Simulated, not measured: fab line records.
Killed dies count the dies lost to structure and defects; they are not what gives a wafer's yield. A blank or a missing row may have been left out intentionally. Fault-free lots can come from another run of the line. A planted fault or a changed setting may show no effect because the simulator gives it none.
Check of tool commonality | flow nand-harc | 14 lots, 48 wafers sampled

## THE REASON FOR OPENING IT
On 2 of the 14 lots, a flag is raised at NHARC_A_ONON_D2_THK_MEAS_30 on the reading thk-nm. No-fault wafers: 1000 nm, standard deviation 8.4.
Rule: a lot gets a flag if all its wafers with a number sit over 4 standard deviations from that mean, or if no wafer of it has a number. The rest of the lots are taken to be sound.

lot  | measured     | on            | thk-nm (nm), wafer by wafer | flag
L523 | day 13 02:20 | film-metro-01 | 999 1001 998                |
L525 | day 13 20:17 | film-metro-02 | 1001 1002 1003              |
L524 | day 13 20:18 | film-metro-01 | 988 987 988                 |
L528 | day 14 12:17 | film-metro-02 | 982 983 983                 |
L527 | day 14 12:31 | film-metro-01 | 1005 1007 1004              |
L529 | day 15 13:47 | film-metro-02 | 977 975 978                 |
L531 | day 16 05:11 | film-metro-02 | 1009 1011 1009              |
L530 | day 16 11:02 | film-metro-02 | 1009 1009 1008              |
L533 | day 17 05:34 | film-metro-01 | 1001 1002 1003              |
L538 | day 19 04:23 | film-metro-01 | 1002 1001 1002              |
L541 | day 20 02:25 | film-metro-02 | 1001 1000 1000              |
L540 | day 20 02:26 | film-metro-01 | 415 412 415 413 415 413     | FLAGGED
L542 | day 20 17:08 | film-metro-01 | 409 410 408 408 409 409     | FLAGGED
L545 | day 22 13:02 | film-metro-02 | 1002 1001 1001              |
The numbers of the flagged lots are 411 nm on average: -589 nm against the usual, or -70 standard deviations.

## LOT BY LOT: THE TOOL USED
Before the reading, the record contains 2 process steps out of a 1302-step route. Every cell lists first the tool, next ch and the chambers used by the sampled wafers, and last the start.
lot  | flag    | NHARC_A_DECK1_JOINT_ETCHBACK_00  | NHARC_A_ONON_D2_DEP_28
L523 |         | rie-si-02 ch 1,2,3, day 11 13:10 | pecvd-onon-04 ch 0, day 13 01:53
L525 |         | rie-si-02 ch 0,1,3, day 12 08:23 | pecvd-onon-01 ch 0, day 13 19:46
L524 |         | rie-si-06 ch 0,1, day 12 08:21   | pecvd-onon-04 ch 0, day 13 19:47
L528 |         | rie-si-02 ch 0,1, day 13 03:43   | pecvd-onon-02 ch 0, day 14 11:50
L527 |         | rie-si-01 ch 1,2, day 13 00:50   | pecvd-onon-01 ch 0, day 14 12:03
L529 |         | rie-si-02 ch 1,3, day 13 18:01   | pecvd-onon-01 ch 0, day 15 13:17
L531 |         | rie-si-02 ch 1,2, day 14 17:10   | pecvd-onon-02 ch 0, day 16 04:44
L530 |         | rie-si-02 ch 0,1, day 14 20:50   | pecvd-onon-01 ch 0, day 16 10:31
L533 |         | rie-si-06 ch 0,1,2, day 15 17:16 | pecvd-onon-02 ch 0, day 17 05:03
L538 |         | rie-si-06 ch 1,2,3, day 17 09:15 | pecvd-onon-01 ch 0, day 19 03:53
L541 |         | rie-si-02 ch 0,1,2, day 18 13:11 | pecvd-onon-04 ch 0, day 20 01:54
L540 | FLAGGED | rie-si-01 ch 1,3, day 18 13:13   | pecvd-onon-02 ch 0, day 20 01:59
L542 | FLAGGED | rie-si-06 ch 1,2,3, day 19 04:51 | pecvd-onon-02 ch 0, day 20 16:38
L545 |         | rie-si-02 ch 0,3, day 20 18:59   | pecvd-onon-04 ch 0, day 22 12:35
What is done by these steps:
- NHARC_A_DECK1_JOINT_ETCHBACK_00: etches the open film in HBr, target depth 30 nm, time 17.4 s.
- NHARC_A_ONON_D2_DEP_28: target thk 1000 nm.
- NHARC_A_ONON_D2_THK_MEAS_30: measures by ellipsometry.

## FLAGGED AGAINST TOTAL, ONE TOOL AT A TIME (gauges that did the reading follow at the end)
step                            | tool          | lots run | flagged | share of the flagged lots | sound lots run after its first flagged lot
NHARC_A_DECK1_JOINT_ETCHBACK_00 | rie-si-01     | 2        | 1       | some                      | 0
NHARC_A_DECK1_JOINT_ETCHBACK_00 | rie-si-02     | 8        | 0       | none                      | -
NHARC_A_DECK1_JOINT_ETCHBACK_00 | rie-si-06     | 4        | 1       | some                      | 0
NHARC_A_ONON_D2_DEP_28          | pecvd-onon-01 | 5        | 0       | none                      | -
NHARC_A_ONON_D2_DEP_28          | pecvd-onon-02 | 5        | 2       | all                       | 0
NHARC_A_ONON_D2_DEP_28          | pecvd-onon-04 | 4        | 0       | none                      | -
NHARC_A_ONON_D2_THK_MEAS_30     | film-metro-01 | 7        | 2       | all                       | 0
NHARC_A_ONON_D2_THK_MEAS_30     | film-metro-02 | 7        | 0       | none                      | -

## WHAT THE TABLE ALLOWS
pecvd-onon-02 at NHARC_A_ONON_D2_DEP_28 and film-metro-01 at NHARC_A_ONON_D2_THK_MEAS_30 are the 2 rows of the table that ran each flagged lot.
- pecvd-onon-02 at NHARC_A_ONON_D2_DEP_28 ran 5 lots, 2 of them flagged. A fault beginning between L533 (day 17 05:03), its last sound lot, and L540 (day 20 01:59), its first flagged one, fits the data.
- film-metro-01 at NHARC_A_ONON_D2_THK_MEAS_30 ran 7 lots, 2 of them flagged. A fault beginning between L538 (day 19 04:23), its last sound lot, and L540 (day 20 02:26), its first flagged one, fits the data.
Because each of these 2 tools fits a fault that began at some hour, counting lots does not separate them. More lots, or a look at what each step does to the wafer, might.

## WHAT THE SIMULATOR HAD INSERTED
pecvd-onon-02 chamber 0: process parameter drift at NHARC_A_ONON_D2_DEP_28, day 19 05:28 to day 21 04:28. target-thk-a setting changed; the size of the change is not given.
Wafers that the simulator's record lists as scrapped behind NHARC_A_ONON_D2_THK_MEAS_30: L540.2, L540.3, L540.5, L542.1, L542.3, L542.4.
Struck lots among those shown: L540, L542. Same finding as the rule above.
